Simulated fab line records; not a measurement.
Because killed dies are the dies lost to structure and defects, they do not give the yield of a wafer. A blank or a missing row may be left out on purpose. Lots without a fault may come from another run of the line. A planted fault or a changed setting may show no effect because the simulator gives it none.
The tool behind it: which one? ; flow n5_finfet ; 10 lots, 29 wafers sampled, at 4 steps of a route of 1938

## WHAT THE GAUGES READ, wafer by wafer
N5_MIM_BOT_LITHO_INSPECT_12: inspects for defects (macro). Usual: raw_defect_count at 2.0, with a standard deviation of 1.4.
lot;measured;on;raw_defect_count;flag
L855;day 12 10:10;defect_inspect-01;1 0 0;
L858;day 12 21:44;defect_inspect-02;0 3 1;
L860;day 13 13:22;defect_inspect-01;3 1 2;
L865;day 14 16:20;defect_inspect-01;2 2;
L868;day 15 07:40;defect_inspect-02;4 3 1;
L870;day 16 09:38;defect_inspect-01;2 1 2;
L873;day 16 19:16;defect_inspect-01;0 3 0;
L872;day 16 22:53;defect_inspect-01;2 2 2;
L875;day 17 06:56;defect_inspect-01;4 2 2;
L876;day 17 19:53;defect_inspect-01;0 7 2;

N5_PASSIVATION_INSPECT_61: inspects for defects (macro). Usual: raw_defect_count at 2.0, with a standard deviation of 1.4.
lot;measured;on;raw_defect_count;flag
L855;day 12 12:01;defect_inspect-01;3 2 6;
L858;day 13 01:07;defect_inspect-02;2 3 4;
L860;day 13 17:41;defect_inspect-02;1 5 4;
L865;day 14 18:22;defect_inspect-02;>300 >300;OFF
L868;day 15 13:07;defect_inspect-02;>300 >300 >300;OFF
L870;day 16 11:28;defect_inspect-02;3 4 0;
L873;day 16 20:50;defect_inspect-02;1 1 3;
L872;day 17 00:27;defect_inspect-02;1 2 4;
L875;day 17 09:44;defect_inspect-02;1 2 2;
L876;day 17 22:36;defect_inspect-01;0 3 1;

## EACH LOT AND THE TOOL THAT RAN IT (in order: tool; ch and the chambers of the sampled wafers; start)
lot;N5_BEOL_M15_SPUTTER_43;N5_MIM_BOT_ETCH_ETCH_04
L855;pvd_sputter-01, day 12 03:50;rie_diel-04 ch 0,1,3, day 12 10:16
L858;pvd_sputter-03, day 12 16:45;rie_diel-01 ch 0,2,3, day 12 21:50
L860;pvd_sputter-01, day 13 07:20;rie_diel-01 ch 2,3, day 13 13:28
L865;pvd_sputter-03, day 14 09:35;rie_diel-01 ch 0,1, day 14 16:26
L868;pvd_sputter-03, day 15 01:14;rie_diel-01 ch 1,2, day 15 07:46
L870;pvd_sputter-02, day 16 00:17;rie_diel-06 ch 0,1,2, day 16 09:44
L873;pvd_sputter-03, day 16 13:07;rie_diel-06 ch 0,3, day 16 19:22
L872;pvd_sputter-01, day 16 16:44;rie_diel-06 ch 1,2,3, day 16 22:59
L875;pvd_sputter-02, day 17 00:21;rie_diel-06 ch 0,1,3, day 17 07:02
L876;pvd_sputter-02, day 17 13:32;rie_diel-06 ch 0,1,2, day 17 19:59
- N5_BEOL_M15_SPUTTER_43: material TaN, target thk 15 nm, time 24.19 s.
- N5_MIM_BOT_ETCH_ETCH_04: etches SiNx in CF4/O2, target depth 26 nm, time 13 s.

## WHAT THE TOOLS THEMSELVES READ (means of the sampled wafers that have a number; where no wafer has one, the mark that the record gives instead)
N5_BEOL_M15_SPUTTER_43. Usual: throttle_valve_pct at 29.8 %, with a standard deviation of 1.
lot;tool;throttle_valve_pct (%);flag
L855;pvd_sputter-01;30.0;
L858;pvd_sputter-03;29.7;
L860;pvd_sputter-01;30.0;
L865;pvd_sputter-03;28.5;
L868;pvd_sputter-03;29.3;
L870;pvd_sputter-02;30.3;
L873;pvd_sputter-03;28.9;
L872;pvd_sputter-01;30.3;
L875;pvd_sputter-02;30.8;
L876;pvd_sputter-02;30.0;

N5_MIM_BOT_ETCH_ETCH_04. Usual: chamber_pressure_mTorr 40.00 mTorr, standard deviation 0.038; drypump_motor_current_A 5.6 A, standard deviation 0.48; oes_product_au 0.81 a.u., standard deviation 0.086; rf_vpp_V 238.6 V, standard deviation 1.9; showerhead_plenum_p_Torr 2.20 Torr, standard deviation 0.057; throttle_valve_pct 15.96 %, standard deviation 0.18.
lot;tool;chamber_pressure_mTorr (mTorr);drypump_motor_current_A (A);oes_product_au (a.u.);rf_vpp_V (V);showerhead_plenum_p_Torr (Torr);throttle_valve_pct (%);flag
L855;rie_diel-04;40.03;5.6;0.76;239.8;2.14;15.98;
L858;rie_diel-01;40.00;5.6;0.80;239.0;2.22;16.01;
L860;rie_diel-01;40.00;5.6;0.73;238.7;2.20;15.96;
L865;rie_diel-01;39.95;5.1;0.83;238.6;2.20;15.97;
L868;rie_diel-01;39.99;5.0;0.77;237.7;2.15;15.86;
L870;rie_diel-06;40.00;5.4;0.81;237.8;2.19;15.95;
L873;rie_diel-06;40.01;5.9;0.69;239.5;2.26;16.27;
L872;rie_diel-06;40.02;5.8;0.80;237.3;2.18;15.94;
L875;rie_diel-06;39.98;5.9;0.75;237.8;2.22;16.06;
L876;rie_diel-06;40.03;5.4;0.79;238.1;2.19;15.99;

## THE ANSWER, worked out from the rows above alone
Rule: a lot counts as off when the mean over its wafers that have a number is more than 3 standard deviations away from the usual mean. A lot without any number at a reading at which 4 lots or more have one is off too. The other lots that the step has rows for count as sound. The gauges are gone through in route order, then the tools' own readings, and for those a lot's mean is taken as printed above. At the first step where some lot is off, the reading lying furthest off is the one used; lots without a number count as furthest.
Off at N5_PASSIVATION_INSPECT_61 (raw_defect_count): L865, L868. Without a number there: L865, L868.
A tool fits if, at a process step before that reading, it ran every lot that is off, and no sound lot after the first of them. The gauges at N5_PASSIVATION_INSPECT_61 are tried like those tools. One fits: rie_diel-01 at N5_MIM_BOT_ETCH_ETCH_04. Its last sound lot is L860 (day 13 13:28), its first lot that is off L865 (day 14 16:26): a fault that began between those two fits.

## WHAT THE SIMULATOR PUT IN
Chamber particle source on rie_diel-01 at N5_MIM_BOT_ETCH_ETCH_04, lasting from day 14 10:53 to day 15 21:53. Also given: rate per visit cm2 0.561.
Shown lots that were struck: L865, L868. The rule above reached the same finding.
